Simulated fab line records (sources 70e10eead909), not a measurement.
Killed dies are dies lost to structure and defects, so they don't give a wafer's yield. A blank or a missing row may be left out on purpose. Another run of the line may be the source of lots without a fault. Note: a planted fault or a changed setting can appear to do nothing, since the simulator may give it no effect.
Struck lot and sound lot, side by side :: flow nandHarc :: 15 steps out of a route of 1302
Sound: the wafers L302.1, L302.5, L302.6. The struck wafers were L315.1, L315.4, L315.6. Last of all comes the cause.
Each step with rows lists, per side, the tool, then ch with its chambers, then its first start. Under that, the readings that differ: sound wafers :: struck wafers :: difference of the means :: sigmas: that difference in standard deviations of wafers without a fault.
alike: readings whose means differ by less than 2 such deviations, and words and numbers that are the same on both sides. not compared: withheld readings, readings that some wafer has no value for, bounds like >300 that may hide the same value, and numbers for which the record gives no deviation and whose values overlap.
Wherever a step has rows on one side only, a row that says differs or no value, or a row with sigmas, the two part there. When numbers do not overlap yet have no deviation, they are printed without sigmas and do not part them. A reading missing from all wafers of one side parts the sides only when that side holds two or more wafers.

first, 8 steps without rows for these wafers: NHARC_P_M2_HMDS_02 (time 30 s); NHARC_P_M2_COAT_34 (time 65 s); NHARC_P_M2_COAT_03 (resist thk 90 nm); NHARC_P_M2_SOFTBAKE_04 (time 55 s); NHARC_P_M2_EBR_05; NHARC_P_M2_EXPOSE_06 (exposes mask P M2, target cd 170 nm); NHARC_P_M2_PEB_07 (peb time 65 s); NHARC_P_M2_DEVELOP_08 (develop time 35 s).
NHARC_P_M2_CD_MEAS_09 targets a cd of 170 nm.
  sound on cdSem-03 ch 0, day 7 18:58; struck on cdSem-03 ch 0, day 13 00:04
  alike: cdNm
NHARC_P_M2_OVL_MEAS_10: pitch 340 nm.
  sound on overlay-01 at day 7 19:03; struck on overlay-02 at day 13 00:10
  alike: overlayXNm, overlayYNm
NHARC_P_M2_INSPECT_11:
  sound on defectInspect-02 at day 7 19:05; struck on defectInspect-01 at day 13 00:12
  alike: rawDefectCount
NHARC_P_M2_DESCUM_14: chemistry O2, time 3 s.
  sound on rieDiel-10 ch 1,2,3, day 7 19:09; struck on rieDiel-01 ch 2,3, day 13 00:16
  alike: drypumpMotorCurrentA, oesProductAu, rfVppV, showerheadPlenumPTorr, throttleValvePct
  not compared: rfHoursCounterH
NHARC_P_M2_ETCH_35: etches the open film in N2/H2, target depth 40 nm, overetch 12 nm, time 43.94 s.
  sound on rieDiel-10 ch 1,2,3, day 7 19:15; struck on rieDiel-01 ch 2,3, day 13 00:23
reading: runLengthS (s)
sound: 65.6 65.3 64.8
struck: 53.7 53.7 53.7
difference: -11.5
sigmas: -22
  alike: drypumpMotorCurrentA, oesProductAu, rfVppV, showerheadPlenumPTorr, throttleValvePct
  not compared: rfHoursCounterH
NHARC_P_M2_ETCH_15: etches the open film in C4F8/Ar, target depth 182.5 nm, time 91.2 s.
  sound on rieDiel-10 ch 1,2; struck on rieDiel-01 ch 1,3, day 13 00:29
  alike: oesProductAu, rfVppV, runLengthS
  not compared: rfHoursCounterH
following that, these wafers have no rows for 1 step: NHARC_END_SORT_01.

WHERE THEY PART
At NHARC_P_M2_ETCH_35 and nowhere else, as far as this record goes. Later steps at which nothing parts them and some readings are alike: NHARC_P_M2_ETCH_15.

WHY: whatever the simulator had introduced
Process parameters drifting: rieDiel-01 at NHARC_P_M2_ETCH_35, beginning at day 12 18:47. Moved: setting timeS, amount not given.
